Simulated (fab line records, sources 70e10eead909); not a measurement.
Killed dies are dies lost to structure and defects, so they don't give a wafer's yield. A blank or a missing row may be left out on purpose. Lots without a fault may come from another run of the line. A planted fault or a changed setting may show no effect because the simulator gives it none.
Which tool did it? | flow nand_harc | 12 lots, 36 wafers sampled, at 6 steps of a route of 1302

WHAT THE GAUGES READ, wafer by wafer
NHARC_A_SLIT_INSPECT_11.
lot  | measured     | on                | raw_defect_count
L075 | day 20 02:08 | defect_inspect-02 | 67 66 62
L078 | day 22 04:07 | defect_inspect-01 | 112 90 97
L079 | day 22 06:01 | defect_inspect-01 | 50 60 69
L081 | day 22 10:25 | defect_inspect-01 | 29 19 19
L083 | day 23 21:50 | defect_inspect-01 | 67 70 79
L085 | day 25 02:32 | defect_inspect-01 | 46 32 46
L088 | day 25 16:51 | defect_inspect-01 | 63 68 61
L089 | day 25 16:14 | defect_inspect-01 | 50 28 38
L092 | day 26 20:07 | defect_inspect-01 | 27 20 19
L093 | day 27 14:56 | defect_inspect-01 | 28 26 29
L096 | day 29 00:20 | defect_inspect-02 | 17 14 13
L097 | day 29 14:39 | defect_inspect-01 | 10 12 13

WHICH TOOL RAN EACH LOT (tool, then ch and the chambers of the sampled wafers, then the start)
lot  | NHARC_A_STAIRCASE_HM_OPEN_460                 | NHARC_A_STAIRCASE_ETCH_452                    | NHARC_A_STAIRCASE_ETCHBACK_416                | NHARC_A_STAIRCASE_DEP_325     | NHARC_A_SLIT_DEP_25
L075 | rie_diel-13 ch 0,2,3, day 18 19:16 or earlier | rie_diel-13 ch 1,2,3, day 18 19:16 or earlier | rie_diel-01 ch 0,1, day 18 19:16 or earlier   | pecvd-03 ch 0,2, day 18 19:16 | pecvd-03 ch 0,1, day 19 19:29
L078 | rie_diel-01 ch 1,2, day 20 22:14 or earlier   | rie_diel-01 ch 1,2,3, day 20 22:14 or earlier | rie_diel-13 ch 0,1,3, day 20 22:14 or earlier | pecvd-04 ch 0,2, day 20 22:14 | pecvd-03 ch 1,2, day 21 23:22
L079 | rie_diel-03 ch 0,1, day 20 22:14 or earlier   | rie_diel-03 ch 2,3, day 20 22:14 or earlier   | rie_diel-03 ch 0,1, day 20 22:14 or earlier   | pecvd-01 ch 0,1, day 20 22:14 | pecvd-02 ch 0,1,2, day 21 23:35
L081 | rie_diel-01 ch 0,1,2, day 21 04:54 or earlier | rie_diel-01 ch 1,2, day 21 04:54 or earlier   | rie_diel-01 ch 1,3, day 21 04:54 or earlier   | pecvd-03 ch 0,2, day 21 04:54 | pecvd-03 ch 0,1,2, day 22 05:37
L083 | rie_diel-03 ch 2,3, day 22 14:51 or earlier   | rie_diel-03 ch 1,2, day 22 14:51 or earlier   | rie_diel-13 ch 0,2, day 22 14:51 or earlier   | pecvd-03 ch 1,2, day 22 14:51 | pecvd-03 ch 0,1,2, day 23 15:43
L085 | rie_diel-01 ch 0,1,2, day 23 16:25 or earlier | rie_diel-01 ch 0,3, day 23 16:25 or earlier   | rie_diel-13 ch 0,1, day 23 16:25 or earlier   | pecvd-04 ch 0,1, day 23 16:25 | pecvd-03 ch 0,1, day 24 19:11
L088 | rie_diel-01 ch 1,2,3, day 24 12:32 or earlier | rie_diel-01 ch 1,2,3, day 24 12:32 or earlier | rie_diel-13 ch 0,1,2, day 24 12:32 or earlier | pecvd-03 ch 0, day 24 12:32   | pecvd-03 ch 0,1,2, day 25 11:05
L089 | rie_diel-03 ch 0,3, day 24 11:55 or earlier   | rie_diel-03 ch 0,1, day 24 11:55 or earlier   | rie_diel-03 ch 1,2,3, day 24 11:55 or earlier | pecvd-03 ch 0,2, day 24 11:55 | pecvd-01 ch 0,1,2, day 25 11:07
L092 | rie_diel-13 ch 1,2,3, day 25 10:14 or earlier | rie_diel-13 ch 0,2,3, day 25 10:14 or earlier | rie_diel-03 ch 0,1,3, day 25 10:14 or earlier | pecvd-01 ch 0,2, day 25 10:14 | pecvd-01 ch 0,1, day 26 11:21
L093 | rie_diel-03 ch 0,1, day 26 07:58 or earlier   | rie_diel-03 ch 0,1,2, day 26 07:58 or earlier | rie_diel-01 ch 0,3, day 26 07:58 or earlier   | pecvd-01 ch 0,1, day 26 07:58 | pecvd-03 ch 0,1,2, day 27 09:04
L096 | rie_diel-13 ch 0,3, day 27 15:22 or earlier   | rie_diel-13 ch 0,1,3, day 27 15:22 or earlier | rie_diel-03 ch 0,1,2, day 27 15:22 or earlier | pecvd-03 ch 1,2, day 27 15:22 | pecvd-01 ch 0,1,2, day 28 16:03
L097 | rie_diel-13 ch 0,1, day 28 09:35 or earlier   | rie_diel-13 ch 0,2,3, day 28 09:35 or earlier | rie_diel-01 ch 0,1,3, day 28 09:35 or earlier | pecvd-04 ch 0,1, day 28 09:35 | pecvd-01 ch 0,1,2, day 29 08:22
- NHARC_A_STAIRCASE_HM_OPEN_460: chemistry O2/COS.
- NHARC_A_STAIRCASE_ETCH_452: etches the open film in CF4/O2, target depth 30 nm, overetch 3 nm, time 16.5 s.
- NHARC_A_STAIRCASE_ETCHBACK_416: etches the open film in C4F8/O2/Ar, target depth 36 nm, time 7.2 s.
- NHARC_A_STAIRCASE_DEP_325: deposits SiO2, target thk 7200 nm.
- NHARC_A_SLIT_DEP_25: deposits SiO2, target thk 200 nm.

THE ANSWER, worked out from the rows above alone
Rule: what is usual is taken from the lots themselves. Put in order of their means at a reading, lots are off if they are a third of the lots or fewer, leave a main group of 4 or more, and stand apart from it by a gap of 3 or more times the standard deviation of the main group's means; of several such gaps the widest counts. A main group whose means are all the same, to the digits that the tables above print for the reading, isn't used. A lot without any number at a reading at which 4 lots or more have one is off too. The other lots that the step has rows for count as sound.
No lot is off at any reading shown: from this, nothing can be told.

WHAT THE SIMULATOR HAD PUT IN
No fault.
